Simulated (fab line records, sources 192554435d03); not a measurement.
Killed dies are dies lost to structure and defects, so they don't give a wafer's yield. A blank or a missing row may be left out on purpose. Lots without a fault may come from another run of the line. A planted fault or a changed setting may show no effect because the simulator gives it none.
Chamber matching | flow n5_finfet | N5_BEOL_M1_CO_CAP_55 on cvd_co-02: 3 sister chambers
The step material Co, precursor CCTBA/H2, target thk 2 nm, time 102.1 s. 33 wafers are shown with their chamber, then 12 later ones without.

WAFERS WITH THEIR CHAMBER
wafer  | chamber | heater_power_w (W)
L074.2 | 1       | 257
L074.4 | 0       | 239
L074.5 | 2       | 253
L078.1 | 0       | 244
L078.2 | 1       | 255
L078.6 | 0       | 240
L076.1 | 1       | 259
L076.2 | 0       | 238
L076.6 | 0       | 248
L079.3 | 1       | 248
L079.4 | 1       | 254
L079.6 | 2       | 249
L081.1 | 2       | 254
L081.2 | 1       | 250
L081.3 | 0       | 244
L081.4 | 2       | 245
L081.5 | 1       | 249
L081.6 | 0       | 243
L083.1 | 0       | 243
L083.2 | 1       | 253
L083.3 | 2       | 252
L086.4 | 2       | 258
L086.5 | 1       | 255
L086.6 | 0       | 239
L088.2 | 1       | 254
L088.3 | 2       | 246
L088.6 | 1       | 252
L087.1 | 2       | 251
L087.3 | 1       | 255
L087.5 | 2       | 245
L089.3 | 2       | 248
L089.4 | 0       | 238
L089.6 | 2       | 251

SIGNATURES (means of the wafers above)
reading        | chamber 0 | chamber 1 | chamber 2 | scatter within a chamber
heater_power_w | 241.60    | 253.42    | 250.18    | 3.55
Rule: a wafer's distance from a chamber is the root of the sum, over the readings, of the square of ((its reading less the chamber's mean) divided by the reading's scatter). The wafer belongs to the nearest chamber; if the next one is less than 2 further off, it can't be placed. The scatter: the root of (the sum of the squares of (reading less its chamber's mean) over the shown wafers, divided by (wafers less chambers)).

WAFERS WITHOUT THEIR CHAMBER
wafer  | heater_power_w (W)
L092.1 | 247
L092.4 | 260
L092.5 | 238
L094.2 | 256
L094.5 | 254
L094.6 | 259
L095.1 | 260
L095.3 | 248
L095.4 | 251
L097.1 | 256
L097.2 | 249
L097.5 | 246

WHICH CHAMBER EACH WENT THROUGH
wafer  | from the rows above          | in truth
L092.1 | can't be placed: 2 or 0 or 1 | 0
L092.4 | can't be placed: 1 or 2      | 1
L092.5 | 0                            | 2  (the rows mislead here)
L094.2 | can't be placed: 1 or 2      | 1
L094.5 | can't be placed: 1 or 2      | 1
L094.6 | can't be placed: 1 or 2      | 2
L095.1 | can't be placed: 1 or 2      | 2
L095.3 | can't be placed: 2 or 1 or 0 | 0
L095.4 | can't be placed: 2 or 1      | 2
L097.1 | can't be placed: 1 or 2      | 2
L097.2 | can't be placed: 2 or 1 or 0 | 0
L097.5 | can't be placed: 2 or 0 or 1 | 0
Placed correctly: 0 of 12. Can't be placed from these rows: 11 (the true chamber is among the candidates in 11). Placed wrongly: 1.
